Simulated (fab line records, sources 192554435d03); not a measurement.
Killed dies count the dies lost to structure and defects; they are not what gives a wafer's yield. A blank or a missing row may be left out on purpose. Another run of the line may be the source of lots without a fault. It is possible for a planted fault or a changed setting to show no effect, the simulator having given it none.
Comparing a struck lot with a sound one ; flow n5_finfet ; 16 steps out of a route of 1938
Sound: wafers L743.2, L743.4, L743.6. Wafers struck: L748.2, L748.5, L748.6. At the end, the cause is stated.
Each step with rows lists, per side, the tool, then ch with its chambers, then its first start. Under that, the readings that differ: sound wafers ; struck wafers ; difference of the means ; sigmas: that difference in standard deviations of wafers without a fault.
alike: same words and numbers on both sides, and readings whose means sit less than 2 such deviations apart. not compared: any withheld reading, any reading some wafer has no value for, any bound like >300 that may hide the same value, and any number with overlapping values for which the record gives no deviation.
The two part at a step that has a row with sigmas, a row that says differs or no value, or rows on one side only. Numbers that have no deviation but don't overlap get no sigmas and don't part them. Lack of a reading on every wafer of one side parts them only where that side has two or more wafers.

first, 1 step without rows for these wafers: N5_MOL_CONTACT_COAG_DESCUM_13 (chemistry O2, time 7 s).
N5_MOL_CONTACT_COAG_ETCH_59: etches underlayer in N2/H2, target depth 13 nm, time 10.4 s.
  sound on rie_diel-01 ch 2,3, day 7 00:29; struck on rie_diel-01 ch 2,3, day 8 06:34
  alike: drypump_motor_current_A, etch_rf_on_time_s, oes_product_au, rf_vpp_V, showerhead_plenum_p_Torr, throttle_valve_pct
  not compared: rf_hours_counter_h
N5_MOL_CONTACT_COAG_ETCH_105: etches SiARC in CF4, target depth 15.6 nm, time 26 s.
  sound on rie_diel-01 ch 2,3, day 7 00:30; struck on rie_diel-01 ch 2,3, day 8 06:35
  alike: cf4_flow_sccm, drypump_motor_current_A, etch_rf_on_time_s, mfc_ar_sccm, oes_product_au, rf_vpp_V, showerhead_plenum_p_Torr, throttle_valve_pct
  not compared: rf_hours_counter_h
N5_MOL_CONTACT_COAG_ETCH_106: etches SOC in N2/H2, target depth 80 nm, overetch 16 nm, time 120 s.
  sound on rie_diel-01 ch 2,3, day 7 00:32; struck on rie_diel-01 ch 2,3, day 8 06:37
  alike: drypump_motor_current_A, oes_product_au, rf_vpp_V, showerhead_plenum_p_Torr, throttle_valve_pct
  not compared: rf_hours_counter_h
then, 2 steps without rows for these wafers: N5_MOL_CONTACT_COAG_STRIP_107 (strips in N2/H2); N5_MOL_CONTACT_COAG_STRIP_108 (strips in N2/H2).
N5_MOL_CONTACT_COAG_CONTACT_ETCH_14: etches SiO2 in C4F6/O2, target depth 27.5 nm, overetch 8.5 nm, time 20 s.
  sound on rie_diel-01 ch 2,3, day 7 00:38; struck on rie_diel-01 ch 2,3, day 8 06:43
  alike: drypump_motor_current_A, mfc_ar_sccm, oes_product_au, rf_vpp_V, showerhead_plenum_p_Torr, throttle_valve_pct
  not compared: rf_hours_counter_h
then, 1 step without rows for these wafers: N5_MOL_CONTACT_COAG_STRIP_109 (strips in C4F6/O2).
N5_MOL_CONTACT_COAG_ETCH_15: etches SiNx in CH3F/O2, stops on Si:P, target depth 7 nm.
  sound on rie_diel-01 ch 2,3, day 7 00:40; struck on rie_diel-01 ch 2,3, day 8 06:45
  alike: drypump_motor_current_A, mfc_ar_sccm, oes_product_au, rf_vpp_V, showerhead_plenum_p_Torr, throttle_valve_pct
  not compared: rf_hours_counter_h
then, 2 steps without rows for these wafers: N5_MOL_CONTACT_COAG_ETCH_110 (etches Si in CF4/O2, target depth 2.5 nm, time 8 s); N5_MOL_CONTACT_COAG_STRIP_98 (strips in N2/H2).
N5_MOL_CONTACT_COAG_CD_MEAS_99: target cd 17.2 nm.
  sound: cd_sem-03 at day 7 00:50; struck: cd_sem-03 at day 8 06:56
  alike: cd_nm
N5_MOL_CONTACT_COAG_IMPLANT_129:
  sound on implanter-01 ch 0, day 7 00:55; struck on implanter-01 ch 0, day 8 06:59
reading;sound;struck;difference;sigmas
beam_on_s (s);39.4 37.2 39.9;20.8 20.7 20.4;-18.2;-22
dose_ions_cm2;5.997e+14 5.987e+14 5.999e+14;3.164e+14 3.156e+14 3.154e+14;-2.836e+14;-99 or more
  alike: rotation_deg
then, 1 step without rows for these wafers: N5_MOL_CONTACT_COAG_PRECLEAN_111 (cleans in NF3:NH3, afs cycles 1, time 20 s, sublimation time 60 s).
-- a jump in the record: the struck wafers' starts before and after are 3 days apart (it breaks off in module MOL_CONTACT_COAG and resumes in module BEOL_M4, where the first step shown is number 1111 of the route) --
N5_BEOL_M4_RC_MEAS_101:
  sound on prober-02 ch 0, day 10 08:28; struck on prober-02 ch 0, day 11 04:39
  alike: DIBL_N, DIBL_P, IOFF_N, IOFF_P, ION_N, ION_P, SS_N, SS_P, VT_N, VT_P
-- the record jumps here: 4 days lie between the struck wafers' starts before and after (it left off in module BEOL_M4 and takes up again in module PASSIVATION, whose first step shown is number 1936 of the route) --
N5_PASSIVATION_PROBE_49:
  sound: prober-01 at day 14 17:53; struck: prober-01 at day 15 10:52
  alike: defect_limited_yield, killed_at_M0_to_M3, killed_at_M4_up, killed_at_contacts, killed_at_front_end, killed_at_other, killed_dies, killed_on_rim, killed_open, killed_short, sort_bin_5_function, sort_bin_6_memory, sort_n_pass, sort_yield_pct

## WHERE THEY PART
Within this record, at N5_MOL_CONTACT_COAG_IMPLANT_129 only. Later steps at which nothing parts them and some readings are alike: N5_BEOL_M4_RC_MEAS_101, N5_PASSIVATION_PROBE_49.

WHY: what the simulator had put in
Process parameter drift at N5_MOL_CONTACT_COAG_IMPLANT_129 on implanter-01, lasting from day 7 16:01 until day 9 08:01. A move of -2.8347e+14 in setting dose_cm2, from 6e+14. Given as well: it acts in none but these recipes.
